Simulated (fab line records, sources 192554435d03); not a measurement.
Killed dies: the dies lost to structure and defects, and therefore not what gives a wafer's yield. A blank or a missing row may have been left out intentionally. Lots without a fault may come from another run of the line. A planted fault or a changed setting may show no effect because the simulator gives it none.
Chamber matching :: flow n5-finfet :: 4 sister chambers for N5_GATE_CUT_ETCH_36 on rie-diel-02
The step etches SiARC in CF4, target depth 13 nm, time 21.7 s. 33 wafers are shown with their chamber, then 12 later ones without.

## WAFERS PAIRED WITH THEIR CHAMBERS
wafer: L074.1
chamber: 3
drypump-motor-current-A (A): 5.8
throttle-valve-pct (%): 15.62
showerhead-plenum-p-Torr (Torr): 2.23

wafer: L074.2
chamber: 2
drypump-motor-current-A (A): 5.2
throttle-valve-pct (%): 15.66
showerhead-plenum-p-Torr (Torr): 2.14

wafer: L074.3
chamber: 1
drypump-motor-current-A (A): 5.4
throttle-valve-pct (%): 15.22
showerhead-plenum-p-Torr (Torr): 2.18

wafer: L079.1
chamber: 2
drypump-motor-current-A (A): 5.2
throttle-valve-pct (%): 15.68
showerhead-plenum-p-Torr (Torr): 2.14

wafer: L079.2
chamber: 0
drypump-motor-current-A (A): 5.9
throttle-valve-pct (%): 15.04
showerhead-plenum-p-Torr (Torr): 2.27

wafer: L079.3
chamber: 3
drypump-motor-current-A (A): 5.7
throttle-valve-pct (%): 15.67
showerhead-plenum-p-Torr (Torr): 2.23

wafer: L079.4
chamber: 1
drypump-motor-current-A (A): 5.4
throttle-valve-pct (%): 15.24
showerhead-plenum-p-Torr (Torr): 2.18

wafer: L079.5
chamber: 3
drypump-motor-current-A (A): 5.8
throttle-valve-pct (%): 15.67
showerhead-plenum-p-Torr (Torr): 2.23

wafer: L079.6
chamber: 0
drypump-motor-current-A (A): 5.9
throttle-valve-pct (%): 15.06
showerhead-plenum-p-Torr (Torr): 2.27

wafer: L086.1
chamber: 0
drypump-motor-current-A (A): 5.9
throttle-valve-pct (%): 15.08
showerhead-plenum-p-Torr (Torr): 2.27

wafer: L086.2
chamber: 1
drypump-motor-current-A (A): 5.4
throttle-valve-pct (%): 15.26
showerhead-plenum-p-Torr (Torr): 2.18

wafer: L086.3
chamber: 2
drypump-motor-current-A (A): 5.2
throttle-valve-pct (%): 15.70
showerhead-plenum-p-Torr (Torr): 2.14

wafer: L086.4
chamber: 3
drypump-motor-current-A (A): 5.8
throttle-valve-pct (%): 15.66
showerhead-plenum-p-Torr (Torr): 2.23

wafer: L086.5
chamber: 2
drypump-motor-current-A (A): 5.2
throttle-valve-pct (%): 15.71
showerhead-plenum-p-Torr (Torr): 2.14

wafer: L086.6
chamber: 1
drypump-motor-current-A (A): 5.4
throttle-valve-pct (%): 15.25
showerhead-plenum-p-Torr (Torr): 2.18

wafer: L087.3
chamber: 0
drypump-motor-current-A (A): 5.9
throttle-valve-pct (%): 15.08
showerhead-plenum-p-Torr (Torr): 2.27

wafer: L087.5
chamber: 3
drypump-motor-current-A (A): 5.8
throttle-valve-pct (%): 15.67
showerhead-plenum-p-Torr (Torr): 2.23

wafer: L087.6
chamber: 2
drypump-motor-current-A (A): 5.2
throttle-valve-pct (%): 15.70
showerhead-plenum-p-Torr (Torr): 2.14

wafer: L088.1
chamber: 0
drypump-motor-current-A (A): 5.9
throttle-valve-pct (%): 15.06
showerhead-plenum-p-Torr (Torr): 2.27

wafer: L088.3
chamber: 1
drypump-motor-current-A (A): 5.4
throttle-valve-pct (%): 15.26
showerhead-plenum-p-Torr (Torr): 2.17

wafer: L088.4
chamber: 3
drypump-motor-current-A (A): 5.8
throttle-valve-pct (%): 15.67
showerhead-plenum-p-Torr (Torr): 2.22

wafer: L089.1
chamber: 0
drypump-motor-current-A (A): 5.9
throttle-valve-pct (%): 15.07
showerhead-plenum-p-Torr (Torr): 2.27

wafer: L089.3
chamber: 1
drypump-motor-current-A (A): 5.4
throttle-valve-pct (%): 15.27
showerhead-plenum-p-Torr (Torr): 2.17

wafer: L089.6
chamber: 3
drypump-motor-current-A (A): 5.8
throttle-valve-pct (%): 15.68
showerhead-plenum-p-Torr (Torr): 2.22

wafer: L092.1
chamber: 2
drypump-motor-current-A (A): 5.2
throttle-valve-pct (%): 15.72
showerhead-plenum-p-Torr (Torr): 2.13

wafer: L092.2
chamber: 1
drypump-motor-current-A (A): 5.4
throttle-valve-pct (%): 15.29
showerhead-plenum-p-Torr (Torr): 2.17

wafer: L092.3
chamber: 0
drypump-motor-current-A (A): 5.9
throttle-valve-pct (%): 15.10
showerhead-plenum-p-Torr (Torr): 2.26

wafer: L094.1
chamber: 0
drypump-motor-current-A (A): 5.9
throttle-valve-pct (%): 15.08
showerhead-plenum-p-Torr (Torr): 2.26

wafer: L094.2
chamber: 2
drypump-motor-current-A (A): 5.2
throttle-valve-pct (%): 15.75
showerhead-plenum-p-Torr (Torr): 2.13

wafer: L094.3
chamber: 3
drypump-motor-current-A (A): 5.8
throttle-valve-pct (%): 15.69
showerhead-plenum-p-Torr (Torr): 2.22

wafer: L094.4
chamber: 1
drypump-motor-current-A (A): 5.4
throttle-valve-pct (%): 15.30
showerhead-plenum-p-Torr (Torr): 2.17

wafer: L094.5
chamber: 2
drypump-motor-current-A (A): 5.2
throttle-valve-pct (%): 15.72
showerhead-plenum-p-Torr (Torr): 2.13

wafer: L094.6
chamber: 3
drypump-motor-current-A (A): 5.8
throttle-valve-pct (%): 15.70
showerhead-plenum-p-Torr (Torr): 2.22

SIGNATURES (means of the wafers above)
reading: drypump-motor-current-A
chamber 0: 5.900
chamber 1: 5.400
chamber 2: 5.200
chamber 3: 5.789
scatter within a chamber: 0.0175

reading: throttle-valve-pct
chamber 0: 15.0712
chamber 1: 15.2613
chamber 2: 15.7050
chamber 3: 15.6700
scatter within a chamber: 0.0236

reading: showerhead-plenum-p-Torr
chamber 0: 2.2675
chamber 1: 2.1750
chamber 2: 2.1362
chamber 3: 2.2256
scatter within a chamber: 0.00512
Rule: for a wafer and a chamber, the distance is found by dividing, reading by reading, the gap between the wafer's reading and the chamber's mean by the reading's scatter, squaring, summing and taking the root. If the next closest chamber is less than 2 further off than the closest, the wafer can't be placed; otherwise it belongs to the closest. How the scatter is found: for the shown wafers, subtract from each reading the mean of its chamber, square and add these, divide the total by (wafers less chambers), then take the root.

## WAFERS WHOSE CHAMBER IS MISSING
wafer: L095.1
drypump-motor-current-A (A): 5.4
throttle-valve-pct (%): 15.30
showerhead-plenum-p-Torr (Torr): 2.17

wafer: L095.2
drypump-motor-current-A (A): 5.2
throttle-valve-pct (%): 15.73
showerhead-plenum-p-Torr (Torr): 2.13

wafer: L095.3
drypump-motor-current-A (A): 5.8
throttle-valve-pct (%): 15.69
showerhead-plenum-p-Torr (Torr): 2.22

wafer: L095.4
drypump-motor-current-A (A): 5.9
throttle-valve-pct (%): 15.10
showerhead-plenum-p-Torr (Torr): 2.26

wafer: L095.5
drypump-motor-current-A (A): 5.8
throttle-valve-pct (%): 15.72
showerhead-plenum-p-Torr (Torr): 2.22

wafer: L095.6
drypump-motor-current-A (A): 5.9
throttle-valve-pct (%): 15.10
showerhead-plenum-p-Torr (Torr): 2.26

wafer: L096.2
drypump-motor-current-A (A): 5.9
throttle-valve-pct (%): 15.10
showerhead-plenum-p-Torr (Torr): 2.26

wafer: L096.4
drypump-motor-current-A (A): 5.4
throttle-valve-pct (%): 15.30
showerhead-plenum-p-Torr (Torr): 2.17

wafer: L096.6
drypump-motor-current-A (A): 5.4
throttle-valve-pct (%): 15.29
showerhead-plenum-p-Torr (Torr): 2.17

wafer: L097.3
drypump-motor-current-A (A): 5.4
throttle-valve-pct (%): 15.30
showerhead-plenum-p-Torr (Torr): 2.17

wafer: L097.4
drypump-motor-current-A (A): 5.9
throttle-valve-pct (%): 15.11
showerhead-plenum-p-Torr (Torr): 2.26

wafer: L097.5
drypump-motor-current-A (A): 5.4
throttle-valve-pct (%): 15.30
showerhead-plenum-p-Torr (Torr): 2.17

## EACH ONE'S CHAMBER
wafer: L095.1
from the rows above: 1
in truth: 1

wafer: L095.2
from the rows above: 2
in truth: 2

wafer: L095.3
from the rows above: 3
in truth: 3

wafer: L095.4
from the rows above: 0
in truth: 0

wafer: L095.5
from the rows above: 3
in truth: 3

wafer: L095.6
from the rows above: 0
in truth: 0

wafer: L096.2
from the rows above: 0
in truth: 0

wafer: L096.4
from the rows above: 1
in truth: 1

wafer: L096.6
from the rows above: 1
in truth: 1

wafer: L097.3
from the rows above: 1
in truth: 1

wafer: L097.4
from the rows above: 0
in truth: 0

wafer: L097.5
from the rows above: 1
in truth: 1
Placed correctly: 12 of 12. Number that these rows cannot place: 0. Placed wrongly: 0.
